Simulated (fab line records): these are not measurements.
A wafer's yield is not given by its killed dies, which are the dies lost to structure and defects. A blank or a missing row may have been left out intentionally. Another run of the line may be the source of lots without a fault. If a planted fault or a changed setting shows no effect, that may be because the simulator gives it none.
Chamber matching | flow nand-harc | NHARC_P_M0_DESCUM_14 on rie-diel-07 has 4 sister chambers
The step chemistry O2, time 3 s. 8 wafers are shown with their chamber, then 12 later ones without.

## EACH WAFER AND ITS CHAMBER
wafer  | chamber | drypump-motor-current-A (A) | showerhead-plenum-p-Torr (Torr)
L080.6 | 1       | 4.9                         | 1.88
L089.2 | 1       | 4.9                         | 1.87
L089.4 | 3       | 5.4                         | 1.92
L090.3 | 0       | 5.7                         | 1.86
L091.5 | 0       | 5.8                         | 1.86
L092.1 | 3       | 5.4                         | 1.92
L092.2 | 2       | 6.6                         | 2.00
L092.4 | 2       | 6.6                         | 2.00

## WAFERS MISSING THEIR CHAMBER
wafer  | drypump-motor-current-A (A) | showerhead-plenum-p-Torr (Torr)
L095.1 | 6.6                         | 2.00
L095.2 | 4.9                         | 1.87
L095.6 | 4.9                         | 1.87
L095.3 | 5.4                         | 1.92
L095.4 | 5.4                         | 1.92
L095.5 | 6.6                         | 2.00
L096.1 | 5.4                         | 1.92
L096.4 | 5.7                         | 1.86
L096.6 | 4.9                         | 1.87
L096.2 | 4.9                         | 1.87
L096.3 | 6.6                         | 2.00
L096.5 | 5.7                         | 1.86

## THE CHAMBER EACH PASSED THROUGH
wafer  | from the rows above | in truth
L095.1 | 2                   | 2
L095.2 | 1                   | 1
L095.6 | 1                   | 1
L095.3 | 3                   | 3
L095.4 | 3                   | 3
L095.5 | 2                   | 2
L096.1 | 3                   | 3
L096.4 | 0                   | 0
L096.6 | 1                   | 1
L096.2 | 1                   | 1
L096.3 | 2                   | 2
L096.5 | 0                   | 0
Correctly placed: 12 of 12. Number that these rows cannot place: 0. Placed wrongly: 0.
How it was worked out, from the rows above alone: a wafer's distance from a chamber is the root of the sum, over the readings, of the square of ((its reading less the chamber's mean) divided by the reading's scatter). If the next closest chamber is less than 2 further off than the closest, the wafer can't be placed; otherwise it belongs to the closest. Each chamber's mean is taken over the wafers shown for it. The scatter: the root of (the sum of the squares of (reading less its chamber's mean) over the shown wafers, divided by (wafers less chambers)).
